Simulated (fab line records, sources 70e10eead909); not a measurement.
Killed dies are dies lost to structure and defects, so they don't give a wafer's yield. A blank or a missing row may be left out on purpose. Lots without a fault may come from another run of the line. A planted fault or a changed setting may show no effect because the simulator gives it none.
Which tool did it? | flow nand_harc | 24 lots, 72 wafers sampled, at 3 steps of a route of 1302

WHAT THE GAUGES READ, wafer by wafer
NHARC_A_M1_OVL_MEAS_10: pitch 240 nm. Usual: overlay_x_nm 0.1 nm, standard deviation 0.89; overlay_y_nm -0.1 nm, standard deviation 0.7.
lot  | measured     | on         | overlay_x_nm (nm) | overlay_y_nm (nm) | flag
L074 | day 22 19:32 | overlay-02 | 0.1 -0.2 0.1      | 0.1 0.0 0.0       |
L075 | day 22 21:30 | overlay-02 | -0.4 -0.5 -0.9    | 0.4 0.7 0.1       |
L076 | day 23 14:18 | overlay-01 | 1.5 0.9 0.6       | 0.6 0.3 0.1       |
L078 | day 24 00:52 | overlay-02 | -0.6 -1.0 -0.6    | 1.2 1.0 0.4       |
L077 | day 24 01:16 | overlay-02 | -1.7 -1.1 -0.9    | -0.8 -0.8 -0.6    |
L080 | day 24 14:40 | overlay-01 | -0.7 -0.5 -0.5    | 0.7 0.2 0.5       |
L079 | day 24 16:21 | overlay-01 | -0.7 -0.3 -0.1    | -0.1 -0.4 -0.4    |
L081 | day 25 19:35 | overlay-02 | -0.3 0.3 0.5      | 0.7 -0.1 0.0      |
L083 | day 26 08:30 | overlay-02 | -0.4 0.0 -0.5     | -0.1 0.2 0.6      |
L082 | day 26 12:08 | overlay-02 | 1.2 0.8 1.4       | -0.7 -0.8 -0.4    |
L085 | day 26 23:03 | overlay-02 | -0.2 0.3 -0.1     | -0.8 -0.8 -1.0    |
L084 | day 27 00:16 | overlay-01 | -0.2 -0.6 -0.3    | -1.4 -1.2 -0.9    |
L087 | day 27 20:07 | overlay-02 | 0.4 0.0 -0.2      | 0.5 0.2 0.1       |
L086 | day 27 21:31 | overlay-01 | 0.8 0.8 1.2       | 0.5 0.6 0.0       |
L088 | day 28 10:02 | overlay-02 | -0.1 -0.1 -0.5    | 0.1 -0.4 -0.2     |
L089 | day 28 10:51 | overlay-01 | -0.5 -0.1 0.1     | -0.6 -1.1 -0.2    |
L090 | day 30 01:17 | overlay-01 | 0.9 1.3 1.7       | -1.3 -1.4 -1.2    |
L091 | day 30 06:32 | overlay-02 | -1.6 -2.0 -2.0    | -0.2 0.1 -0.1     |
L093 | day 30 12:47 | overlay-02 | 0.0 -0.3 0.0      | 1.8 1.5 1.8       |
L092 | day 30 17:27 | overlay-01 | 1.7 0.9 1.4       | 0.2 -0.3 -0.5     |
L094 | day 30 21:16 | overlay-01 | 1.0 0.2 1.2       | -0.6 -0.9 -0.7    |
L095 | day 31 15:34 | overlay-01 | -0.6 -1.3 -0.8    | -0.4 -0.5 0.0     |
L096 | day 32 02:16 | overlay-02 | 0.6 1.1 0.4       | -0.2 -0.4 -0.6    |
L097 | day 32 07:41 | overlay-02 | 1.4 1.8 1.3       | -0.1 -0.1 -0.1    |

NHARC_A_M1_INSPECT_27. Usual: raw_defect_count 563, standard deviation 130.
lot  | measured     | on                | raw_defect_count | flag
L074 | day 22 22:12 | defect_inspect-01 | 607 490 507      |
L075 | day 23 00:29 | defect_inspect-02 | 584 474 695      |
L076 | day 23 17:01 | defect_inspect-01 | 513 816 438      |
L078 | day 24 03:32 | defect_inspect-02 | 898 1089 636     |
L077 | day 24 04:08 | defect_inspect-02 | 672 593 491      |
L080 | day 24 17:20 | defect_inspect-01 | 611 550 540      |
L079 | day 24 19:02 | defect_inspect-01 | 593 489 457      |
L081 | day 25 22:16 | defect_inspect-01 | 572 453 590      |
L083 | day 26 11:10 | defect_inspect-02 | 589 489 540      |
L082 | day 26 14:51 | defect_inspect-01 | 559 603 489      |
L085 | day 27 01:43 | defect_inspect-01 | 610 637 757      |
L084 | day 27 02:57 | defect_inspect-02 | 360 606 332      |
L087 | day 27 22:47 | defect_inspect-02 | 558 553 368      |
L086 | day 28 00:13 | defect_inspect-02 | 542 452 422      |
L088 | day 28 12:43 | defect_inspect-01 | 467 469 503      |
L089 | day 28 13:31 | defect_inspect-01 | 675 831 585      |
L090 | day 30 03:57 | defect_inspect-02 | 429 532 502      |
L091 | day 30 09:13 | defect_inspect-02 | 633 685 681      |
L093 | day 30 15:27 | defect_inspect-02 | 576 334 368      |
L092 | day 30 20:08 | defect_inspect-01 | 684 497 495      |
L094 | day 31 00:00 | defect_inspect-01 | 442 470 551      |
L095 | day 31 18:14 | defect_inspect-02 | 820 816 663      |
L096 | day 32 04:59 | defect_inspect-01 | 779 762 498      |
L097 | day 32 10:23 | defect_inspect-01 | 418 635 463      |

NHARC_A_BONDPAD_THK_MEAS_30: measures by ellipsometry. Usual: thk_nm 200.2 nm, standard deviation 1.7.
lot  | measured     | on            | thk_nm (nm)       | flag
L074 | day 22 23:34 | film_metro-02 | 201.9 199.0 197.7 |
L075 | day 23 02:00 | film_metro-01 | 199.2 200.7 197.6 |
L076 | day 23 18:22 | film_metro-01 | 200.9 200.7 203.5 |
L078 | day 24 04:53 | film_metro-01 | 197.9 200.9 201.8 |
L077 | day 24 05:29 | film_metro-02 | 199.0 196.9 197.4 |
L080 | day 24 18:42 | film_metro-02 | 200.1 199.9 198.3 |
L079 | day 24 20:23 | film_metro-02 | 198.9 196.1 197.8 |
L081 | day 25 23:37 | film_metro-02 | 198.6 199.4 199.3 |
L083 | day 26 12:31 | film_metro-02 | 201.8 202.5 200.5 |
L082 | day 26 16:13 | film_metro-01 | 200.4 199.7 198.8 |
L085 | day 27 03:05 | film_metro-02 | 197.3 203.6 201.8 |
L084 | day 27 04:19 | film_metro-01 | 198.8 199.8 198.8 |
L087 | day 28 00:08 | film_metro-01 | 201.1 198.3 201.2 |
L086 | day 28 01:35 | film_metro-01 | 201.5 200.4 201.2 |
L088 | day 28 14:05 | film_metro-01 | 200.4 199.1 199.9 |
L089 | day 28 15:02 | film_metro-01 | 199.3 200.1 199.4 |
L090 | day 30 05:19 | film_metro-02 | 200.5 201.7 199.6 |
L091 | day 30 10:43 | film_metro-02 | 198.3 201.3 200.3 |
L093 | day 30 16:49 | film_metro-01 | 198.9 201.9 201.0 |
L092 | day 30 21:29 | film_metro-01 | 201.4 199.7 201.9 |
L094 | day 31 01:22 | film_metro-01 | 199.5 200.6 201.1 |
L095 | day 31 19:35 | film_metro-02 | 199.7 200.3 198.9 |
L096 | day 32 06:21 | film_metro-02 | 201.9 198.7 200.2 |
L097 | day 32 11:44 | film_metro-02 | 199.5 200.3 202.3 |

WHICH TOOL RAN EACH LOT (tool, then ch and the chambers of the sampled wafers, then the start)
The record holds no process step before these readings.

WHAT THE TOOLS THEMSELVES READ (means of the sampled wafers that have a number; where no wafer has one, the mark that the record gives instead)
The record holds no such reading with a usual standard deviation.

THE ANSWER, worked out from the rows above alone
Rule: a lot is off if the mean of its wafers that have a number lies more than 3 standard deviations from the usual mean. A lot without any number at a reading at which 4 lots or more have one is off too. The other lots that the step has rows for count as sound. The gauges are gone through in route order, then the tools' own readings, and for those a lot's mean is taken as printed above. The first step at which some lot is off is used, and at that step the reading that is off furthest; a lot without a number counts as furthest.
No lot is off at any reading shown: from this, nothing can be told.

WHAT THE SIMULATOR HAD PUT IN
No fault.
